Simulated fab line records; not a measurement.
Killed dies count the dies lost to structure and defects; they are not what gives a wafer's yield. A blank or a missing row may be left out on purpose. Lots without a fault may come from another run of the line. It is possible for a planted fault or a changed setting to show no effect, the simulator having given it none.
Chamber matching :: flow n5Finfet :: N5_BEOL_M14_TRENCH_ETCH_34 on rieDiel-03 has 4 sister chambers
The step etches SiO2 in C4F8/O2/Ar, target depth 556.65 nm, time 126.9 s. 4 wafers are shown with their chamber, then 8 later ones without.

EACH WAFER AND ITS CHAMBER
wafer: L082.4
chamber: 3
rfVppV (V): 2186

wafer: L089.4
chamber: 2
rfVppV (V): 2158

wafer: L089.6
chamber: 0
rfVppV (V): 2265

wafer: L092.2
chamber: 1
rfVppV (V): 2273

WAFERS WHOSE CHAMBER IS MISSING
wafer: L092.5
rfVppV (V): 2183

wafer: L092.6
rfVppV (V): 2156

wafer: L093.3
rfVppV (V): 2265

wafer: L093.4
rfVppV (V): 2184

wafer: L093.5
rfVppV (V): 2156

wafer: L094.4
rfVppV (V): 2156

wafer: L094.5
rfVppV (V): 2155

wafer: L094.6
rfVppV (V): 2183

EACH ONE'S CHAMBER
wafer: L092.5
from the rows above: 3
in truth: 3

wafer: L092.6
from the rows above: 2
in truth: 2

wafer: L093.3
from the rows above: 0
in truth: 0

wafer: L093.4
from the rows above: 3
in truth: 3

wafer: L093.5
from the rows above: 2
in truth: 2

wafer: L094.4
from the rows above: 2
in truth: 2

wafer: L094.5
from the rows above: 2
in truth: 2

wafer: L094.6
from the rows above: 3
in truth: 3
Placed correctly: 8 of 8. Can't be placed from these rows: 0. Wrongly placed: 0.
How it was worked out, from the rows above alone: a wafer's distance from a chamber is the root of the sum, over the readings, of the square of ((its reading less the chamber's mean) divided by the reading's scatter). The wafer belongs to the nearest chamber; if the next one is less than 2 further off, it can't be placed. A chamber's mean is the mean of its shown wafers. The scatter: root of mean squared gap, hidden wafer to nearest shown wafer, with one shown wafer a chamber.
